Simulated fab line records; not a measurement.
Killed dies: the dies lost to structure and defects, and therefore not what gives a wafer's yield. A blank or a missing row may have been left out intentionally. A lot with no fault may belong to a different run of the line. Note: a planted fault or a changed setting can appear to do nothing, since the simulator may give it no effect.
fab line records ; flow n5-finfet ; part 1 of 2: steps 1 to 3 of 6
record: lots: 24; wafers: 72; last-day: 19
route steps=1938 shown SD_EPI_N@271 SD_EPI_P@307 ILD0@339 SDB@369
lots that met no fault: taken from a fault-free run of the same line
start-h: hours from the record's opening day to when the first of the lot's shown wafers began ; wait-h: how many hours have passed since the lot's step before this one ; " as in the row above ; L1.1+2: several wafers, shown together as one row ; - no value, or no start given ; * or withheld: withheld ; < > ~ a bound
route shown NAME@n: NAME is a module with steps in the file, n the number in the route of the first one ; usual: mean and standard deviation over wafers with no fault ; same: alike in all rows ; chamber/n: place in a boat ; sites: readings site by site ; _std_site: the values' standard deviation ; _edge_site: inner sites' mean taken away from outer sites' mean ; radius-mm: how far each site lies from the wafer's centre ; mask NAME#n: copy n ; behind: the most recent tool/chamber to have shaped the wafer ; hold: the reason the lot was held/the length of the hold in hours/how it ended ; device: whichever transistor did not switch (one of n, p or np) ; end of line: the tests these same wafers got at the end of their route ; a step given without rows: its recipe and nothing more ; killed: dies lost to structure and defects at the first sort, not the wafer's yield ; map: shows each die of a wafer: x if killed, . if not, _ if none is there
set.NAME: the setting the step ran with; set.NAME@STEP: the setting that earlier step ran with ; model.NAME: the simulator's own value behind a step, which no gauge read
a sample of lots followed through the steps of the route, with each step as a table and each wafer as a row
services: from which hour (start-h, from the record's first day; less than 0 if before it) a tool's chamber was out of use, for how many hours, and why
== steps ==
step: N5_SD_EPI_N_OVL_MEAS_10
recipe: points-per-wafer: 44
usual: SD_N_BLK_OVL: -0.5/0.68
lot.wafer;tool;chamber;start-h;wait-h;SD_N_BLK_OVL[nm]
L074.1;overlay-01;0;50.08;0.0;-0.4
L074.4;overlay-01;0;50.08;0.0;-1.1
L074.6;overlay-01;0;50.08;0.0;-0.5
L075.2;overlay-01;0;56.45;0.0;-0.9
L075.4;overlay-01;0;56.45;0.0;-1.0
L075.5;overlay-01;0;56.45;0.0;-0.5
L076.2;overlay-02;0;61.89;0.0;-1.7
L076.3;overlay-02;0;61.89;0.0;-0.6
L076.5;overlay-02;0;61.89;0.0;-1.7
L077.1;overlay-02;0;67.00;0.0;0.3
L077.2;overlay-02;0;67.00;0.0;-0.9
L077.4;overlay-02;0;67.00;0.0;0.1
L078.1;overlay-01;0;73.58;0.0;-1.6
L078.2;overlay-01;0;73.58;0.0;-2.1
L078.4;overlay-01;0;73.58;0.0;-1.3
L079.1;overlay-01;0;77.60;0.0;0.5
L079.4;overlay-01;0;77.60;0.0;0.4
L079.6;overlay-01;0;77.60;0.0;0.5
L080.2;overlay-01;0;85.10;0.0;0.4
L080.3;overlay-01;0;85.10;0.0;-0.6
L080.4;overlay-01;0;85.10;0.0;-0.5
L081.3;overlay-01;0;92.90;0.0;-0.6
L081.4;overlay-01;0;92.90;0.0;-0.2
L081.6;overlay-01;0;92.90;0.0;-0.8
L082.3;overlay-02;0;100.93;0.0;-0.3
L082.4;overlay-02;0;100.93;0.0;-1.3
L082.6;overlay-02;0;100.93;0.0;-0.9
L083.2;overlay-02;0;104.61;0.0;-0.5
L083.5;overlay-02;0;104.61;0.0;-0.7
L083.6;overlay-02;0;104.61;0.0;-0.6
L084.1;overlay-02;0;111.04;0.0;-0.3
L084.3;overlay-02;0;111.04;0.0;-0.3
L084.5;overlay-02;0;111.04;0.0;-0.7
L085.2;overlay-02;0;115.70;0.0;-0.6
L085.4;overlay-02;0;115.70;0.0;-1.5
L085.6;overlay-02;0;115.70;0.0;-0.8
L086.1;overlay-01;0;120.08;0.0;0.3
L086.2;overlay-01;0;120.08;0.0;-0.9
L086.3;overlay-01;0;120.08;0.0;1.1
L087.1;overlay-02;0;126.24;0.0;-0.2
L087.2;overlay-02;0;126.24;0.0;-0.2
L087.5;overlay-02;0;126.24;0.0;0.1
L088.1;overlay-01;0;130.59;0.0;-1.2
L088.4;overlay-01;0;130.59;0.0;-2.3
L088.5;overlay-01;0;130.59;0.0;-1.3
L089.1;overlay-01;0;137.95;0.0;-1.0
L089.4;overlay-01;0;137.95;0.0;-1.0
L089.6;overlay-01;0;137.95;0.0;-1.1
L090.1;overlay-01;0;145.52;0.0;0.7
L090.5;overlay-01;0;145.52;0.0;-0.9
L090.6;overlay-01;0;145.52;0.0;0.4
L091.1;overlay-02;0;149.52;0.0;-0.8
L091.2;overlay-02;0;149.52;0.0;0.4
L091.4;overlay-02;0;149.52;0.0;-0.9
L092.2;overlay-01;0;157.13;0.0;0.2
L092.4;overlay-01;0;157.13;0.0;-0.7
L092.5;overlay-01;0;157.13;0.0;-0.4
L093.2;overlay-01;0;166.79;0.0;0.9
L093.4;overlay-01;0;166.79;0.0;0.3
L093.6;overlay-01;0;166.79;0.0;-0.1
L094.4;overlay-01;0;174.96;0.0;-1.5
L094.5;overlay-01;0;174.96;0.0;-0.4
L094.6;overlay-01;0;174.96;0.0;-0.6
L095.1;overlay-01;0;182.87;0.0;0.2
L095.3;overlay-01;0;182.87;0.0;-1.5
L095.6;overlay-01;0;182.87;0.0;-0.2
L097.1;overlay-01;0;187.53;0.0;-1.2
L097.3;overlay-01;0;187.53;0.0;-0.9
L097.6;overlay-01;0;187.53;0.0;-0.5
L096.1;overlay-01;0;188.43;0.0;-0.7
L096.3;overlay-01;0;188.43;0.0;-0.9
L096.4;overlay-01;0;188.43;0.0;-1.1
step: N5_SD_EPI_P_ETCH_36
recipe: chemistry: CF4; target: SiARC; target-depth-a: 455; mask-material: CAR-ArF-block; time-s: 75.8; ion-energy-ev: 80; pressure-mtorr: 40; source-w: 545; bias-w: 36; Ar_flow_sccm: 100; cf4-flow-sccm: 100; ends: cleared
usual: drypump-motor-current-A: 5.4/0.39; etch-rf-on-time-s: 76.5/1.8; oes-product-au: 0.65/0.058; rf-vpp-V: 184.3/1.1; showerhead-plenum-p-Torr: 2.17/0.067; throttle-valve-pct: 15.75/0.19
lot.wafer;tool;chamber;start-h;wait-h;drypump-motor-current-A;etch-rf-on-time-s;oes-product-au;rf-hours-counter-h;rf-vpp-V;showerhead-plenum-p-Torr;throttle-valve-pct
L074.1;rie-diel-05;2;56.10;0.0;5.6;74.8;0.68;113;182.6;2.05;15.69
L074.4;rie-diel-05;1;56.10;0.0;6.2;75.6;0.74;43;184.1;2.17;15.55
L074.6;rie-diel-05;2;56.10;0.0;5.7;74.2;0.68;-;183.2;2.05;15.68
L075.2;rie-diel-05;1;61.71;0.0;6.1;76.0;0.73;45;185.1;2.17;15.57
L075.4;rie-diel-05;0;61.71;0.0;5.0;76.7;0.58;214;183.4;2.20;16.11
L075.5;rie-diel-05;1;61.71;0.0;6.1;75.9;0.73;-;185.0;2.17;15.57
L077.1;rie-diel-04;2;72.80;0.0;5.0;76.8;0.59;233;183.5;2.21;16.08
L077.2;rie-diel-04;3;72.80;0.0;5.4;76.6;0.60;193;182.3;2.12;15.89
L077.4;rie-diel-04;0;72.80;0.0;5.5;74.6;0.65;155;184.8;2.24;15.47
L078.1;rie-diel-05;3;77.98;0.0;5.4;75.5;0.66;142;182.9;2.08;15.66
L078.2;rie-diel-05;0;77.98;0.0;5.0;77.4;0.58;220;185.8;2.20;16.11
L078.4;rie-diel-05;1;77.98;0.0;6.2;76.2;0.72;52;184.3;2.17;15.59
L079.1;rie-diel-04;3;82.74;0.0;5.4;76.2;0.59;197;184.7;2.12;15.91
L079.4;rie-diel-04;1;82.74;0.0;5.0;80.3;0.65;116;185.6;2.25;15.66
L079.6;rie-diel-04;1;82.74;0.0;5.0;80.4;0.65;-;184.9;2.25;15.65
L080.2;rie-diel-04;2;89.99;0.0;5.0;77.4;0.58;239;185.1;2.20;16.10
L080.3;rie-diel-04;1;89.99;0.0;5.0;79.9;0.66;118;183.2;2.25;15.66
L080.4;rie-diel-04;0;89.99;0.0;5.4;74.0;0.66;161;186.6;2.24;15.49
L081.3;rie-diel-04;2;97.46;0.0;5.0;78.8;0.57;241;186.7;2.20;16.11
L081.4;rie-diel-04;1;97.46;0.0;5.0;81.1;0.64;120;186.2;2.25;15.66
L081.6;rie-diel-04;2;97.46;0.0;5.0;78.8;0.57;-;184.4;2.20;16.11
L082.3;rie-diel-02;1;105.72;0.0;6.0;74.4;0.79;24;184.3;2.18;15.77
L082.4;rie-diel-02;0;105.72;0.0;5.5;76.4;0.69;84;184.0;2.18;15.71
L082.6;rie-diel-02;1;105.72;0.0;6.0;74.1;0.78;-;184.0;2.18;15.76
L083.2;rie-diel-05;1;109.22;0.0;6.2;75.1;0.72;61;183.8;2.17;15.61
L083.5;rie-diel-05;3;109.22;0.0;5.4;76.2;0.65;-;184.4;2.08;15.66
L083.6;rie-diel-05;2;109.22;0.0;5.6;75.2;0.66;-;182.2;2.05;15.71
L084.1;rie-diel-04;3;115.86;0.0;5.4;76.2;0.60;207;183.2;2.11;15.90
L084.3;rie-diel-04;0;115.86;0.0;5.5;75.2;0.65;169;183.6;2.24;15.49
L084.5;rie-diel-04;0;115.86;0.0;5.5;75.2;0.65;-;185.8;2.24;15.50
L085.2;rie-diel-04;2;120.46;0.0;5.0;77.7;0.58;247;184.9;2.20;16.12
L085.4;rie-diel-04;3;120.46;0.0;5.4;75.5;0.59;208;183.2;2.11;15.92
L085.6;rie-diel-04;0;120.46;0.0;5.4;74.8;0.64;-;184.2;2.24;15.50
L086.1;rie-diel-05;0;125.22;0.0;5.0;77.4;0.58;233;185.3;2.20;16.14
L086.2;rie-diel-05;3;125.22;0.0;5.4;76.5;0.65;156;184.3;2.08;15.68
L086.3;rie-diel-05;2;125.22;0.0;5.7;76.9;0.65;136;185.0;2.05;15.74
L087.1;rie-diel-02;0;131.06;0.0;5.6;76.5;0.68;92;185.2;2.18;15.74
L087.2;rie-diel-02;2;131.06;0.0;5.7;75.6;0.65;141;185.0;2.23;15.61
L087.5;rie-diel-02;1;131.06;0.0;6.0;75.4;0.77;-;184.2;2.18;15.80
L088.1;rie-diel-04;3;135.09;0.0;5.3;76.5;0.59;212;182.2;2.11;15.93
L088.4;rie-diel-04;1;135.09;0.0;5.0;80.2;0.64;-;183.6;2.24;15.69
L088.5;rie-diel-04;0;135.09;0.0;5.5;76.1;0.64;-;184.0;2.23;15.50
L089.1;rie-diel-04;1;142.56;0.0;5.0;80.2;0.64;134;185.0;2.24;15.70
L089.4;rie-diel-04;1;142.56;0.0;5.0;80.2;0.64;-;184.7;2.24;15.67
L089.6;rie-diel-04;3;142.56;0.0;5.3;75.8;0.58;-;183.8;2.11;15.93
L090.1;rie-diel-04;3;151.26;0.0;5.4;75.1;0.59;219;183.5;2.11;15.93
L090.5;rie-diel-04;1;151.26;0.0;5.0;80.0;0.64;-;185.4;2.24;15.70
L090.6;rie-diel-04;0;151.26;0.0;5.4;75.6;0.63;-;186.0;2.23;15.53
L091.1;rie-diel-04;2;154.07;0.0;4.9;75.7;0.84;1;184.7;2.20;15.64
L091.2;rie-diel-04;0;154.07;0.0;5.5;76.4;0.63;183;186.5;2.23;15.52
L091.4;rie-diel-04;3;154.07;0.0;5.3;77.4;0.58;220;183.9;2.11;15.92
L092.2;rie-diel-05;0;161.74;0.0;4.9;76.5;0.57;244;184.2;2.19;16.15
L092.4;rie-diel-05;2;161.74;0.0;5.7;74.6;0.65;146;182.9;2.04;15.76
L092.5;rie-diel-05;0;161.74;0.0;5.0;76.5;0.57;-;185.1;2.19;16.16
L076.2;rie-diel-02;0;171.17;0.0;5.6;76.6;0.67;105;185.6;2.18;15.75
L076.3;rie-diel-02;1;171.17;0.0;6.0;75.1;0.76;44;186.4;2.17;15.80
L076.5;rie-diel-02;1;171.17;0.0;6.0;74.8;0.76;-;184.2;2.17;15.78
L093.2;rie-diel-05;3;171.63;0.0;5.3;75.7;0.64;169;182.2;2.07;15.69
L093.4;rie-diel-05;2;171.63;0.0;5.7;75.0;0.64;148;183.6;2.04;15.77
L093.6;rie-diel-05;0;171.63;0.0;4.9;76.1;0.57;-;184.7;2.19;16.16
L094.4;rie-diel-04;3;180.81;0.0;5.4;77.8;0.57;228;184.0;2.11;15.96
L094.5;rie-diel-04;1;180.81;0.0;5.0;81.7;0.63;-;186.1;2.24;15.72
L094.6;rie-diel-04;0;180.81;0.0;5.4;75.9;0.63;-;185.2;2.23;15.54
L095.1;rie-diel-05;3;188.37;0.0;5.3;76.1;0.64;175;183.1;2.07;15.71
L095.3;rie-diel-05;2;188.37;0.0;5.7;75.9;0.64;154;182.2;2.04;15.76
L095.6;rie-diel-05;2;188.37;0.0;5.7;75.7;0.64;-;183.5;2.04;15.75
L097.1;rie-diel-04;2;192.30;0.0;5.0;74.9;0.79;11;184.2;2.20;15.67
L097.3;rie-diel-04;3;192.30;0.0;5.3;77.3;0.57;231;184.3;2.11;15.95
L097.6;rie-diel-04;3;192.30;0.0;5.4;78.1;0.57;-;183.0;2.11;15.96
L096.1;rie-diel-05;1;193.69;0.0;6.2;75.4;0.70;88;184.8;2.16;15.65
L096.3;rie-diel-05;3;193.69;0.0;5.4;75.9;0.64;178;181.5;2.07;15.73
L096.4;rie-diel-05;3;193.69;0.0;5.3;76.2;0.64;-;183.4;2.07;15.72
step: N5_SD_EPI_P_ETCHBACK_46
recipe: chemistry: CH3F/O2; mode: anisotropic-etchback; target: SiNx; target-depth-a: 175; stop-on: SiO2; over-etch-frac: 0.3; ion-energy-ev: 120; pressure-mtorr: 30; source-w: 395; bias-w: 73; Ar_flow_sccm: 150; CH3F_flow_sccm: 30; O2_flow_sccm: 20
usual: drypump-motor-current-A: 5.4/0.39; oes-product-au: 0.65/0.055; rf-vpp-V: 301/6.6; showerhead-plenum-p-Torr: 2.02/0.065; throttle-valve-pct: 16.48/0.2
lot.wafer;tool;chamber;start-h;wait-h;drypump-motor-current-A;oes-product-au;rf-hours-counter-h;rf-vpp-V;showerhead-plenum-p-Torr;throttle-valve-pct
L074.1;rie-diel-05;2;56.48;0.0;5.7;0.67;113;285;1.91;16.40
L074.4;rie-diel-05;1;56.48;0.0;6.2;0.74;43;301;2.03;16.31
L074.6;rie-diel-05;2;56.48;0.0;5.7;0.67;-;286;1.91;16.41
L075.2;rie-diel-05;1;62.09;0.0;6.1;0.74;46;301;2.03;16.29
L075.4;rie-diel-05;0;62.09;0.0;4.9;0.59;214;305;2.07;16.88
L075.5;rie-diel-05;1;62.09;0.0;6.1;0.73;-;301;2.03;16.31
L077.1;rie-diel-04;2;73.18;0.0;5.0;0.59;233;307;2.06;16.83
L077.2;rie-diel-04;3;73.18;0.0;5.4;0.60;193;303;1.97;16.58
L077.4;rie-diel-04;0;73.18;0.0;5.4;0.65;155;308;2.09;16.17
L078.1;rie-diel-05;3;78.36;0.0;5.4;0.67;142;298;1.94;16.40
L078.2;rie-diel-05;0;78.36;0.0;5.0;0.59;220;305;2.07;16.90
L078.4;rie-diel-05;1;78.36;0.0;6.2;0.73;52;302;2.03;16.31
L079.1;rie-diel-04;3;83.12;0.0;5.3;0.60;197;303;1.97;16.59
L079.4;rie-diel-04;1;83.12;0.0;5.0;0.67;116;304;2.10;16.36
L079.6;rie-diel-04;1;83.12;0.0;5.0;0.68;-;303;2.09;16.37
L080.2;rie-diel-04;2;90.37;0.0;4.9;0.59;239;304;2.06;16.83
L080.3;rie-diel-04;1;90.37;0.0;5.0;0.68;118;303;2.09;16.38
L080.4;rie-diel-04;0;90.37;0.0;5.4;0.65;161;307;2.09;16.17
L081.3;rie-diel-04;2;97.84;0.0;5.0;0.59;241;307;2.06;16.85
L081.4;rie-diel-04;1;97.84;0.0;5.0;0.68;120;303;2.09;16.38
L081.6;rie-diel-04;2;97.84;0.0;5.0;0.59;-;305;2.06;16.85
L082.3;rie-diel-02;1;106.10;0.0;6.1;0.78;25;297;2.05;16.59
L082.4;rie-diel-02;0;106.10;0.0;5.6;0.69;85;294;2.04;16.45
L082.6;rie-diel-02;1;106.10;0.0;6.0;0.78;-;299;2.05;16.58
L083.2;rie-diel-05;1;109.60;0.0;6.2;0.72;62;302;2.02;16.33
L083.5;rie-diel-05;3;109.60;0.0;5.4;0.65;-;297;1.94;16.42
L083.6;rie-diel-05;2;109.60;0.0;5.7;0.66;-;283;1.91;16.44
L084.1;rie-diel-04;3;116.24;0.0;5.3;0.59;207;302;1.97;16.61
L084.3;rie-diel-04;0;116.24;0.0;5.5;0.64;170;308;2.09;16.19
L084.5;rie-diel-04;0;116.24;0.0;5.5;0.64;-;309;2.09;16.20
L085.2;rie-diel-04;2;120.84;0.0;5.0;0.59;247;306;2.06;16.85
L085.4;rie-diel-04;3;120.84;0.0;5.4;0.59;209;302;1.97;16.62
L085.6;rie-diel-04;0;120.84;0.0;5.4;0.65;-;306;2.09;16.20
L086.1;rie-diel-05;0;125.60;0.0;4.9;0.58;233;305;2.06;16.92
L086.2;rie-diel-05;3;125.60;0.0;5.4;0.65;156;299;1.94;16.44
L086.3;rie-diel-05;2;125.60;0.0;5.6;0.66;136;285;1.90;16.44
L087.1;rie-diel-02;0;131.44;0.0;5.5;0.68;93;294;2.04;16.47
L087.2;rie-diel-02;2;131.44;0.0;5.7;0.65;141;310;2.09;16.37
L087.5;rie-diel-02;1;131.44;0.0;6.0;0.77;-;298;2.05;16.59
L088.1;rie-diel-04;3;135.47;0.0;5.4;0.59;212;302;1.97;16.65
L088.4;rie-diel-04;1;135.47;0.0;5.0;0.66;-;302;2.09;16.39
L088.5;rie-diel-04;0;135.47;0.0;5.5;0.64;-;308;2.09;16.19
L089.1;rie-diel-04;1;142.94;0.0;5.0;0.66;135;304;2.09;16.40
L089.4;rie-diel-04;1;142.94;0.0;5.0;0.66;-;303;2.09;16.39
L089.6;rie-diel-04;3;142.94;0.0;5.3;0.59;-;303;1.97;16.64
L090.1;rie-diel-04;3;151.64;0.0;5.4;0.58;220;303;1.97;16.64
L090.5;rie-diel-04;1;151.64;0.0;5.0;0.65;-;302;2.09;16.41
L090.6;rie-diel-04;0;151.64;0.0;5.5;0.64;-;307;2.08;16.21
L091.1;rie-diel-04;2;154.45;0.0;5.0;0.82;1;306;2.06;16.40
L091.2;rie-diel-04;0;154.45;0.0;5.4;0.64;183;307;2.08;16.20
L091.4;rie-diel-04;3;154.45;0.0;5.4;0.59;220;302;1.97;16.63
L092.2;rie-diel-05;0;162.12;0.0;4.9;0.57;244;304;2.06;16.94
L092.4;rie-diel-05;2;162.12;0.0;5.7;0.65;146;284;1.90;16.46
L092.5;rie-diel-05;0;162.12;0.0;5.0;0.57;-;304;2.06;16.94
L076.2;rie-diel-02;0;171.55;0.0;5.5;0.67;105;295;2.03;16.50
L076.3;rie-diel-02;1;171.55;0.0;6.0;0.75;44;298;2.04;16.64
L076.5;rie-diel-02;1;171.55;0.0;6.0;0.75;-;297;2.04;16.63
L093.2;rie-diel-05;3;172.01;0.0;5.3;0.64;169;299;1.93;16.44
L093.4;rie-diel-05;2;172.01;0.0;5.7;0.65;149;284;1.90;16.48
L093.6;rie-diel-05;0;172.01;0.0;4.9;0.57;-;307;2.06;16.96
L094.4;rie-diel-04;3;181.19;0.0;5.4;0.59;228;303;1.96;16.67
L094.5;rie-diel-04;1;181.19;0.0;5.0;0.64;-;305;2.08;16.40
L094.6;rie-diel-04;0;181.19;0.0;5.5;0.63;-;306;2.08;16.23
L095.1;rie-diel-05;3;188.75;0.0;5.4;0.64;175;297;1.93;16.46
L095.3;rie-diel-05;2;188.75;0.0;5.7;0.64;154;283;1.90;16.48
L095.6;rie-diel-05;2;188.75;0.0;5.7;0.65;-;285;1.90;16.47
L097.1;rie-diel-04;2;192.68;0.0;5.0;0.79;11;305;2.06;16.42
L097.3;rie-diel-04;3;192.68;0.0;5.4;0.58;231;303;1.96;16.65
L097.6;rie-diel-04;3;192.68;0.0;5.4;0.58;-;303;1.96;16.67
L096.1;rie-diel-05;1;194.07;0.0;6.2;0.68;88;300;2.02;16.39
L096.3;rie-diel-05;3;194.07;0.0;5.3;0.64;178;299;1.93;16.47
L096.4;rie-diel-05;3;194.07;0.0;5.4;0.64;-;300;1.93;16.46
